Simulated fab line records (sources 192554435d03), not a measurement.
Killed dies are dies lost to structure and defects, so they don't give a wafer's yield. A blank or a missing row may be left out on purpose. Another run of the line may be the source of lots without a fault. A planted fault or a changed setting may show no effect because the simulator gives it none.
Code-filled problem report in 8D (eight disciplines) form | flow n5 finfet | the parts of the form that need people (team, actions taken, sign-off) are left out

== 1. WHAT IS WRONG ==
At N5_BEOL_M10_COAT_59, plate temp C averages 239.20 C over 5 wafers from 2 lots, while fault-free wafers read 249.98 C, standard deviation 0.18. That is -60 standard deviations from the usual mean.
The step: time 60 s, resist thk 100 nm.
The first sign was on wafer L985.2 at day 12 22:22, on litho track-05. The record has a number at this step for 31 wafers belonging to 11 lots. Rule for "out" (also "out of limits"): further than 4 standard deviations from the usual mean. Any other wafer with a number is counted as sound.

== 2. WHAT IT IS AND WHAT IT IS NOT ==
question                    | is                                 | is not
which readings at this step | plate temp C, heater power total W | chill plate temp C
which lots                  | L983, L985                         | L975, L976, L977, L978, L991, L992, L993, L997, L998
which wafers of those lots  | all that have a number             | -
read on which tools         | litho track-05                     | litho track-03, litho track-04
when                        | from day 12 22:22                  | up to then (11 sound wafers); but 15 sound wafers of L991, L992, L993, L997, L998 came after

== 3. SUSPECTS, AND WHAT RULES EACH OUT ==
Counting: any tool at a process step up to the reading is kept as a suspect provided that every lot that is out went through it and no sound lot did after the first of them.
- litho track-05 at N5_BEOL_M10_COAT_59 (time 60 s, resist thk 100 nm): kept. All lots that are out passed through it, beginning with L985 at day 12 22:22, and no sound lot followed; its final sound lot before that point was L977 at day 10 12:11. Its own readings are out on those wafers: heater power total W, plate temp C.
Left after counting: litho track-05 at N5_BEOL_M10_COAT_59.

== 4. THE CAUSE (what the simulator had put in) ==
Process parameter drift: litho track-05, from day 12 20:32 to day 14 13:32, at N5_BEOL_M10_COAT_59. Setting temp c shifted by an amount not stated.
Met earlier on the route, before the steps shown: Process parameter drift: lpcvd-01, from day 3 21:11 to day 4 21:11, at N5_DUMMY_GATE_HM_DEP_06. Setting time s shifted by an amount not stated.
Only this tool survived the counting.

== 5. THE CHAIN OF EFFECTS, in route order ==
Each row: a reading where the mean over the struck wafers with a number is more than 3 standard deviations away from the usual. Only readings for which the record gives a usual standard deviation are gone through. hours: the time from each lot's start at the first step in this table that gives one to its start at this step, as a median over the lots. sigmas: the change in usual standard deviations.
hours | step                | reading              | usual    | on struck wafers | change | sigmas
0     | N5_BEOL_M10_COAT_59 | heater power total W | 500.5 W  | 474.5            | -26.0  | -14
0     | N5_BEOL_M10_COAT_59 | plate temp C         | 249.98 C | 239.20           | -10.78 | -60
It contains these process steps:
- N5_BEOL_M10_COAT_59: time 60 s, resist thk 100 nm.
Later steps that measure or inspect, where all struck wafers having a row at the step show a number for every such reading and not one has moved that far: N5_BEOL_M10_CD_MEAS_11.

== 6. WHAT WOULD HAVE CAUGHT IT SOONER ==
In this record no reading fell out of limits until day 12 22:22, 2 hours after the fault had begun at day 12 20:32.
